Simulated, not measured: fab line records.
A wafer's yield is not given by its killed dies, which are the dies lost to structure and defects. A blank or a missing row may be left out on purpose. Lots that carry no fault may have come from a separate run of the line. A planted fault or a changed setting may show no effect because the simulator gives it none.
What tool caused it? -- flow nand_harc -- 24 lots with 72 wafers sampled at 5 steps, on a route of 1302 steps

## WHAT EACH GAUGE READ, for each wafer
NHARC_A_CONTACT_CD_MEAS_15. Usual: cd_nm reads 190.3 nm (standard deviation 0.57).
lot,measured,on,cd_nm (nm),flag
L075,day 22 20:32,cd_sem-02,190.3 190.2 190.9,
L074,day 22 23:38,cd_sem-01,189.9 189.3 189.7,
L076,day 23 01:19,cd_sem-01,190.4 190.9 190.2,
L078,day 23 08:13,cd_sem-03,192.2 191.5 191.2,
L077,day 23 15:46,cd_sem-02,190.6 190.7 190.6,
L079,day 24 23:48,cd_sem-01,190.6 190.2 189.8,
L080,day 25 02:59,cd_sem-01,190.2 190.4 189.9,
L081,day 25 06:41,cd_sem-03,190.3 189.8 190.6,
L084,day 26 16:13,cd_sem-02,189.2 188.8 189.7,
L082,day 26 14:30,cd_sem-03,189.6 189.4 189.9,
L083,day 26 16:17,cd_sem-01,191.1 190.2 190.1,
L085,day 27 09:37,cd_sem-01,190.3 190.2 189.9,
L086,day 27 11:31,cd_sem-01,190.4 191.0 191.5,
L087,day 27 23:16,cd_sem-01,190.3 190.6 190.2,
L089,day 28 11:44,cd_sem-02,189.8 190.6 190.1,
L088,day 28 16:22,cd_sem-03,189.0 189.9 189.3,
L092,day 30 00:04,cd_sem-03,191.3 191.0 191.4,
L090,day 30 03:42,cd_sem-01,190.4 191.2 189.9,
L091,day 30 08:22,cd_sem-01,190.5 189.9 190.7,
L095,day 30 17:04,cd_sem-03,190.2 190.0 190.6,
L093,day 30 23:13,cd_sem-02,189.7 190.0 189.5,
L094,day 30 23:46,cd_sem-01,190.6 189.9 189.7,
L096,day 31 18:25,cd_sem-03,190.3 190.5 190.9,
L097,day 32 13:23,cd_sem-02,189.9 190.8 189.7,

## WHICH TOOL RAN EACH LOT (tool, then ch and the chambers of the sampled wafers, then the start)
lot,NHARC_A_CONTACT_ETCH_122,NHARC_A_CONTACT_DEP_57,NHARC_A_CONTACT_ETCH_130,NHARC_A_CONTACT_ETCH_139
L075,"har_cap_etch-03 ch 0,1, day 22 00:35","acl_dep-03 ch 0, day 22 05:09","har_cap_etch-01 ch 0,1, day 22 11:50","har_cap_etch-03 ch 0,1, day 22 19:44"
L074,"har_cap_etch-02 ch 0,1, day 22 05:08","acl_dep-03 ch 0, day 22 09:30","har_cap_etch-03 ch 0,1, day 22 15:20","har_cap_etch-01 ch 0,1, day 22 22:59"
L076,"har_cap_etch-03 ch 0,1, day 22 06:13","acl_dep-01 ch 0, day 22 10:34","har_cap_etch-01 ch 0,1, day 22 16:50","har_cap_etch-03 ch 0,1, day 23 00:32"
L078,"har_cap_etch-02 ch 0,1, day 22 14:43","acl_dep-03 ch 0, day 22 17:14","har_cap_etch-02 ch 0,1, day 23 00:00","har_cap_etch-03 ch 0,1, day 23 07:29"
L077,"har_cap_etch-02 ch 1, day 22 18:49","acl_dep-02 ch 0, day 22 21:56","har_cap_etch-01 ch 0,1, day 23 07:05","har_cap_etch-02 ch 0,1, day 23 15:01"
L079,"har_cap_etch-03 ch 0,1, day 24 05:57","acl_dep-03 ch 0, day 24 08:17","har_cap_etch-03 ch 0,1, day 24 15:04","har_cap_etch-03 ch 0,1, day 24 23:04"
L080,"har_cap_etch-01 ch 1, day 24 07:13","acl_dep-03 ch 0, day 24 12:02","har_cap_etch-01 ch 0,1, day 24 18:17","har_cap_etch-01 ch 0,1, day 25 02:15"
L081,"har_cap_etch-02 ch 0,1, day 24 07:50","acl_dep-03 ch 0, day 24 15:15","har_cap_etch-02 ch 0,1, day 24 21:31","har_cap_etch-02 ch 0,1, day 25 05:54"
L084,"har_cap_etch-03 ch 0,1, day 25 17:13","acl_dep-03 ch 0, day 25 20:46","har_cap_etch-03 ch 0,1, day 26 03:44","har_cap_etch-03 ch 0,1, day 26 15:26"
L082,"har_cap_etch-01 ch 0,1, day 25 18:22","acl_dep-01 ch 0, day 25 20:49","har_cap_etch-01 ch 0,1, day 26 04:25","har_cap_etch-01 ch 0,1, day 26 13:43"
L083,"har_cap_etch-02 ch 0,1, day 25 19:15","acl_dep-02 ch 0, day 25 23:13","har_cap_etch-02 ch 0,1, day 26 05:59","har_cap_etch-01 ch 0,1, day 26 15:31"
L085,"har_cap_etch-03 ch 1, day 26 08:41","acl_dep-03 ch 0, day 26 14:25","har_cap_etch-03 ch 1, day 26 20:41","har_cap_etch-03 ch 0,1, day 27 08:53"
L086,"har_cap_etch-02 ch 0,1, day 26 15:26","acl_dep-03 ch 0, day 26 18:58","har_cap_etch-01 ch 0,1, day 27 01:47","har_cap_etch-01 ch 0,1, day 27 10:43"
L087,"har_cap_etch-02 ch 0, day 27 05:08","acl_dep-02 ch 0, day 27 07:57","har_cap_etch-02 ch 0,1, day 27 14:45","har_cap_etch-02 ch 0, day 27 22:29"
L089,"har_cap_etch-03 ch 0,1, day 27 16:53","acl_dep-03 ch 0, day 27 19:44","har_cap_etch-03 ch 0,1, day 28 01:52","har_cap_etch-02 ch 0,1, day 28 10:57"
L088,"har_cap_etch-01 ch 0,1, day 27 21:17","acl_dep-03 ch 0, day 28 02:01","har_cap_etch-01 ch 1, day 28 08:09","har_cap_etch-03 ch 0,1, day 28 15:38"
L092,"har_cap_etch-01 ch 0,1, day 29 00:56","acl_dep-02 ch 0, day 29 06:05","har_cap_etch-01 ch 0,1, day 29 12:59","har_cap_etch-02 ch 0,1, day 29 23:17"
L090,"har_cap_etch-02 ch 0,1, day 29 02:52","acl_dep-03 ch 0, day 29 06:48","har_cap_etch-02 ch 0,1, day 29 13:39","har_cap_etch-02 ch 0,1, day 30 02:58"
L091,"har_cap_etch-03 ch 0, day 29 10:46","acl_dep-01 ch 0, day 29 14:36","har_cap_etch-01 ch 0,1, day 29 20:55","har_cap_etch-01 ch 0,1, day 30 07:35"
L095,"har_cap_etch-03 ch 0,1, day 29 19:34","acl_dep-03 ch 0, day 29 23:59","har_cap_etch-03 ch 0,1, day 30 06:20","har_cap_etch-01 ch 0,1, day 30 16:15"
L093,"har_cap_etch-03 ch 0,1, day 30 02:07","acl_dep-02 ch 0, day 30 06:59","har_cap_etch-02 ch 0,1, day 30 13:38","har_cap_etch-02 ch 0,1, day 30 22:28"
L094,"har_cap_etch-01 ch 0, day 30 02:19","acl_dep-03 ch 0, day 30 08:03","har_cap_etch-03 ch 0,1, day 30 14:42","har_cap_etch-03 ch 0,1, day 30 23:02"
L096,"har_cap_etch-01 ch 0,1, day 31 00:44","acl_dep-01 ch 0, day 31 03:07","har_cap_etch-02 ch 0,1, day 31 09:58","har_cap_etch-01 ch 0,1, day 31 17:41"
L097,"har_cap_etch-03 ch 0,1, day 31 12:30","acl_dep-02 ch 0, day 31 16:12","har_cap_etch-01 ch 0,1, day 31 23:02","har_cap_etch-01 ch 0,1, day 32 12:36"
- NHARC_A_CONTACT_ETCH_122: etches the open film in C4F8/O2/Ar, time 190 s, target depth 1850 nm.
- NHARC_A_CONTACT_DEP_57: deposits aC, target thk 5300 nm.
- NHARC_A_CONTACT_ETCH_130: etches the open film in C4F8/O2/Ar, time 197 s, target depth 1918 nm.
- NHARC_A_CONTACT_ETCH_139: etches the open film in C4F8/O2/Ar, time 195 s, target depth 840 nm.

## AS READ BY THE TOOLS THEMSELVES (means over the sampled wafers that have a number; for cases with no such wafer, the mark the record gives instead)
NHARC_A_CONTACT_DEP_57. Usual: throttle_valve_pct reads 35.000 % (standard deviation 0.0095).
lot,tool,throttle_valve_pct (%),flag
L075,acl_dep-03,35.006,
L074,acl_dep-03,35.007,
L076,acl_dep-01,34.998,
L078,acl_dep-03,35.008,
L077,acl_dep-02,34.993,
L079,acl_dep-03,35.002,
L080,acl_dep-03,35.004,
L081,acl_dep-03,34.998,
L084,acl_dep-03,35.005,
L082,acl_dep-01,34.989,
L083,acl_dep-02,34.994,
L085,acl_dep-03,34.996,
L086,acl_dep-03,34.994,
L087,acl_dep-02,35.000,
L089,acl_dep-03,35.004,
L088,acl_dep-03,34.997,
L092,acl_dep-02,34.995,
L090,acl_dep-03,34.995,
L091,acl_dep-01,34.997,
L095,acl_dep-03,35.005,
L093,acl_dep-02,34.998,
L094,acl_dep-03,34.995,
L096,acl_dep-01,34.997,
L097,acl_dep-02,34.999,

## THE ANSWER, worked out from the rows above alone
Rule: take the mean of a lot's wafers that have a number; if it is more than 3 standard deviations from the usual mean, the lot is off. Also off: a lot with no number at a reading for which 4 or more lots have one. Any other lot the step has rows for is counted as sound. Order of review: gauges by route order, followed by the tools' own readings, for which a lot's mean as printed above is used. At the first step where some lot is off, the reading lying furthest off is the one used; lots without a number count as furthest.
No lot is off at any reading shown: from this, nothing can be told.

## WHAT THE SIMULATOR HAD INSERTED
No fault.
